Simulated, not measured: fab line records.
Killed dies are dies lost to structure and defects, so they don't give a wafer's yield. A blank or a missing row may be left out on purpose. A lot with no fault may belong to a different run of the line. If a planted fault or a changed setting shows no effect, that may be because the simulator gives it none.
A lot that was struck, set against a sound lot || flow nand_harc || 15 out of 1302 route steps
Sound: these wafers, L695.1, L695.5, L695.6. Struck: wafer L712.6 (left out: L712.1, L712.2 of the same lot, which were not struck); the cause appears at the end.
For every step that has rows: the tool of each side, followed by ch and its chambers, followed by its first start. Under that, the readings that differ: sound wafers || struck wafers || difference of the means || sigmas: that difference in standard deviations of wafers without a fault.
alike: readings whose means differ by less than 2 such deviations, and words and numbers that are the same on both sides. not compared: withheld readings, readings that some wafer has no value for, bounds like >300 that may hide the same value, and numbers for which the record gives no deviation and whose values overlap.
Wherever a step has rows on one side only, a row that says differs or no value, or a row with sigmas, the two part there. Non-overlapping numbers with no deviation appear without sigmas and do not part them. A reading that every wafer of one side lacks parts them only if that side has two wafers or more.

first, 8 steps without rows for these wafers: NHARC_A_SLIT_DEHYDRATE_01 (time 120 s); NHARC_A_SLIT_HMDS_02 (time 30 s); NHARC_A_SLIT_COAT_03 (resist thk 90 nm); NHARC_A_SLIT_SOFTBAKE_04 (time 55 s); NHARC_A_SLIT_EBR_05; NHARC_A_SLIT_EXPOSE_06 (exposes mask SLIT); NHARC_A_SLIT_PEB_07 (peb time 65 s); NHARC_A_SLIT_DEVELOP_08 (develop time 35 s).
NHARC_A_SLIT_CD_MEAS_09: target cd 300 nm.
  sound on cd_sem-02 ch 0, day 20 10:35; struck on cd_sem-03 ch 0, day 27 01:56
{"reading": "cd_nm (nm)", "sound": "301.5 300.1 300.2", "struck": 298.8, "difference": -1.8, "sigmas": -2}
NHARC_A_SLIT_OVL_MEAS_10:
  sound: overlay-01 at day 20 10:41; struck: overlay-01 at day 27 02:01
  alike: overlay_x_nm, overlay_y_nm
NHARC_A_SLIT_INSPECT_11:
  sound: defect_inspect-02 at day 20 10:44; struck: defect_inspect-01 at day 27 02:04
  alike: raw_defect_count
NHARC_A_SLIT_DESCUM_14: chemistry O2, time 3 s.
  sound on rie_diel-12 ch 1,2, day 20 10:48; struck on rie_diel-09 ch 3, day 27 02:11
{"reading": "drypump_motor_current_A (A)", "sound": "5.2 5.9 5.2", "struck": 6.3, "difference": "+0.9", "sigmas": "+2"}
{"reading": "oes_product_au (a.u.)", "sound": "1.023 1.013 1.023", "struck": 0.986, "difference": -0.034, "sigmas": -2}
{"reading": "rf_vpp_V (V)", "sound": "56.9 57.7 57.8", "struck": 59.9, "difference": "+2.4", "sigmas": "+3"}
  alike: showerhead_plenum_p_Torr, throttle_valve_pct
  not compared: rf_hours_counter_h
NHARC_A_SLIT_ETCH_24: etches the open film in CF4/CHF3, target depth 121 nm, time 60.5 s.
  sound on rie_diel-12 ch 0,2,3, day 20 10:53; struck on rie_diel-09 ch 3, day 27 02:17
{"reading": "run_length_s (s)", "sound": "82.4 81.8 81.4", "struck": 66.7, "difference": -15.2, "sigmas": -36}
  alike: drypump_motor_current_A, oes_product_au, rf_vpp_V, showerhead_plenum_p_Torr, throttle_valve_pct
  not compared: rf_hours_counter_h
NHARC_A_SLIT_ETCH_15: etches the open film in O2/COS, target depth 6200 nm, time 1612 s.
  sound: rie_diel-12 ch 2,3; struck: rie_diel-09 ch 3
  alike: cos_flow_sccm, drypump_motor_current_A, oes_product_au, rf_vpp_V, run_length_s, showerhead_plenum_p_Torr, throttle_valve_pct
  not compared: rf_hours_counter_h
-- jump in the record: it breaks off in module A_SLIT and resumes in module END (first step shown: number 1302 of the route), and 5 days separate the struck wafers' starts before and after --
NHARC_END_SORT_01:
  sound on prober-01 ch 0, day 25 01:20; struck on prober-02 ch 0, day 31 19:01
{"reading": "hold", "sound": "- - -", "struck": "await_dispo/6.9h/release", "difference": "no value on the sound wafers", "sigmas": ""}
{"reading": "killed_at_array", "sound": "35 47 51", "struck": 666, "difference": "+622", "sigmas": "+52"}
{"reading": "killed_dies", "sound": "44 51 56", "struck": 670, "difference": "+620", "sigmas": "+48"}
  alike: killed_at_other, killed_at_periphery, killed_open, killed_short

== WHERE THEY PART ==
Last at NHARC_END_SORT_01 as far as this record goes, first at NHARC_A_SLIT_CD_MEAS_09.

WHY: whatever the simulator had introduced
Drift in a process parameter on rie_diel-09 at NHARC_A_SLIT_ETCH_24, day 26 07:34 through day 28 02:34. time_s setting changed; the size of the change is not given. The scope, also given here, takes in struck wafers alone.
